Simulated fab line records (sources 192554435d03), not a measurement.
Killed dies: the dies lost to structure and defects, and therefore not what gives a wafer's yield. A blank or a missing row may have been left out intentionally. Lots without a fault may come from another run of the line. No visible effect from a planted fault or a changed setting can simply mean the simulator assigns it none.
Matching of chambers || flow n5-finfet || 3 sister chambers for N5_GATE_CUT_PECVD_57 on pecvd-02
The step deposits SiNx from SiH4/NH3/N2, target thk 21 nm. 22 wafers are shown with their chamber, then 11 later ones without.

== WAFERS, EACH WITH ITS CHAMBER ==
{"wafer": "L074.2", "chamber": 0, "showerhead-plenum-p-Torr (Torr)": 5.21, "throttle-valve-pct (%)": 39.7, "heater-power-w (W)": 817}
{"wafer": "L074.3", "chamber": 2, "showerhead-plenum-p-Torr (Torr)": 5.13, "throttle-valve-pct (%)": 38.0, "heater-power-w (W)": 767}
{"wafer": "L074.6", "chamber": 2, "showerhead-plenum-p-Torr (Torr)": 5.12, "throttle-valve-pct (%)": 38.3, "heater-power-w (W)": 776}
{"wafer": "L076.1", "chamber": 1, "showerhead-plenum-p-Torr (Torr)": 5.23, "throttle-valve-pct (%)": 38.5, "heater-power-w (W)": 663}
{"wafer": "L076.3", "chamber": 2, "showerhead-plenum-p-Torr (Torr)": 5.14, "throttle-valve-pct (%)": 38.0, "heater-power-w (W)": 833}
{"wafer": "L076.4", "chamber": 1, "showerhead-plenum-p-Torr (Torr)": 5.23, "throttle-valve-pct (%)": 38.3, "heater-power-w (W)": 647}
{"wafer": "L081.2", "chamber": 2, "showerhead-plenum-p-Torr (Torr)": 5.13, "throttle-valve-pct (%)": 38.6, "heater-power-w (W)": 836}
{"wafer": "L081.3", "chamber": 0, "showerhead-plenum-p-Torr (Torr)": 5.23, "throttle-valve-pct (%)": 40.1, "heater-power-w (W)": 929}
{"wafer": "L081.6", "chamber": 0, "showerhead-plenum-p-Torr (Torr)": 5.23, "throttle-valve-pct (%)": 40.3, "heater-power-w (W)": 917}
{"wafer": "L083.3", "chamber": 2, "showerhead-plenum-p-Torr (Torr)": 5.14, "throttle-valve-pct (%)": 38.6, "heater-power-w (W)": 808}
{"wafer": "L083.5", "chamber": 2, "showerhead-plenum-p-Torr (Torr)": 5.12, "throttle-valve-pct (%)": 38.5, "heater-power-w (W)": 821}
{"wafer": "L083.6", "chamber": 1, "showerhead-plenum-p-Torr (Torr)": 5.22, "throttle-valve-pct (%)": 38.3, "heater-power-w (W)": 748}
{"wafer": "L087.2", "chamber": 2, "showerhead-plenum-p-Torr (Torr)": 5.14, "throttle-valve-pct (%)": 38.8, "heater-power-w (W)": 781}
{"wafer": "L087.4", "chamber": 1, "showerhead-plenum-p-Torr (Torr)": 5.22, "throttle-valve-pct (%)": 38.3, "heater-power-w (W)": 704}
{"wafer": "L087.5", "chamber": 2, "showerhead-plenum-p-Torr (Torr)": 5.12, "throttle-valve-pct (%)": 38.9, "heater-power-w (W)": 741}
{"wafer": "L090.3", "chamber": 1, "showerhead-plenum-p-Torr (Torr)": 5.25, "throttle-valve-pct (%)": 38.5, "heater-power-w (W)": 642}
{"wafer": "L090.5", "chamber": 1, "showerhead-plenum-p-Torr (Torr)": 5.22, "throttle-valve-pct (%)": 38.1, "heater-power-w (W)": 658}
{"wafer": "L090.6", "chamber": 0, "showerhead-plenum-p-Torr (Torr)": 5.24, "throttle-valve-pct (%)": 40.6, "heater-power-w (W)": 856}
{"wafer": "L091.1", "chamber": 0, "showerhead-plenum-p-Torr (Torr)": 5.23, "throttle-valve-pct (%)": 40.6, "heater-power-w (W)": 879}
{"wafer": "L091.4", "chamber": 0, "showerhead-plenum-p-Torr (Torr)": 5.23, "throttle-valve-pct (%)": 40.7, "heater-power-w (W)": 860}
{"wafer": "L091.5", "chamber": 2, "showerhead-plenum-p-Torr (Torr)": 5.13, "throttle-valve-pct (%)": 38.9, "heater-power-w (W)": 763}
{"wafer": "L094.1", "chamber": 2, "showerhead-plenum-p-Torr (Torr)": 5.13, "throttle-valve-pct (%)": 38.8, "heater-power-w (W)": 809}

SIGNATURES (averages over the wafers above)
{"reading": "showerhead-plenum-p-Torr", "chamber 0": 5.2283, "chamber 1": 5.2283, "chamber 2": 5.1300, "scatter within a chamber": 0.00964}
{"reading": "throttle-valve-pct", "chamber 0": 40.333, "chamber 1": 38.333, "chamber 2": 38.540, "scatter within a chamber": 0.315}
{"reading": "heater-power-w", "chamber 0": 876.33, "chamber 1": 677.00, "chamber 2": 793.50, "scatter within a chamber": 37.4}
Rule: distance of a wafer from a chamber = root of the sum over the readings of ((wafer's reading minus chamber's mean) / reading's scatter) squared. If the next closest chamber is less than 2 further off than the closest, the wafer can't be placed; otherwise it belongs to the closest. The scatter is the square root of a quotient: the sum, over the shown wafers, of each reading's squared deviation from its chamber's mean, divided by wafers minus chambers.

== WAFERS WITHOUT THEIR CHAMBER ==
{"wafer": "L094.4", "showerhead-plenum-p-Torr (Torr)": 5.23, "throttle-valve-pct (%)": 40.5, "heater-power-w (W)": 886}
{"wafer": "L094.5", "showerhead-plenum-p-Torr (Torr)": 5.14, "throttle-valve-pct (%)": 39.1, "heater-power-w (W)": 847}
{"wafer": "L095.2", "showerhead-plenum-p-Torr (Torr)": 5.14, "throttle-valve-pct (%)": 39.0, "heater-power-w (W)": 821}
{"wafer": "L095.4", "showerhead-plenum-p-Torr (Torr)": 5.13, "throttle-valve-pct (%)": 39.3, "heater-power-w (W)": 793}
{"wafer": "L095.6", "showerhead-plenum-p-Torr (Torr)": 5.22, "throttle-valve-pct (%)": 40.7, "heater-power-w (W)": 807}
{"wafer": "L096.1", "showerhead-plenum-p-Torr (Torr)": 5.24, "throttle-valve-pct (%)": 38.4, "heater-power-w (W)": 709}
{"wafer": "L096.5", "showerhead-plenum-p-Torr (Torr)": 5.22, "throttle-valve-pct (%)": 38.3, "heater-power-w (W)": 718}
{"wafer": "L096.6", "showerhead-plenum-p-Torr (Torr)": 5.14, "throttle-valve-pct (%)": 39.0, "heater-power-w (W)": 754}
{"wafer": "L097.1", "showerhead-plenum-p-Torr (Torr)": 5.22, "throttle-valve-pct (%)": 38.3, "heater-power-w (W)": 657}
{"wafer": "L097.3", "showerhead-plenum-p-Torr (Torr)": 5.22, "throttle-valve-pct (%)": 40.7, "heater-power-w (W)": 929}
{"wafer": "L097.5", "showerhead-plenum-p-Torr (Torr)": 5.13, "throttle-valve-pct (%)": 39.1, "heater-power-w (W)": 817}

== CHAMBER TAKEN BY EACH ==
{"wafer": "L094.4", "from the rows above": 0, "in truth": 0}
{"wafer": "L094.5", "from the rows above": 2, "in truth": 2}
{"wafer": "L095.2", "from the rows above": 2, "in truth": 2}
{"wafer": "L095.4", "from the rows above": 2, "in truth": 2}
{"wafer": "L095.6", "from the rows above": 0, "in truth": 0}
{"wafer": "L096.1", "from the rows above": 1, "in truth": 1}
{"wafer": "L096.5", "from the rows above": 1, "in truth": 1}
{"wafer": "L096.6", "from the rows above": 2, "in truth": 2}
{"wafer": "L097.1", "from the rows above": 1, "in truth": 1}
{"wafer": "L097.3", "from the rows above": 0, "in truth": 0}
{"wafer": "L097.5", "from the rows above": 2, "in truth": 2}
Placed correctly: 11 of 11. Can't be placed from these rows: 0. Wrongly placed: 0.
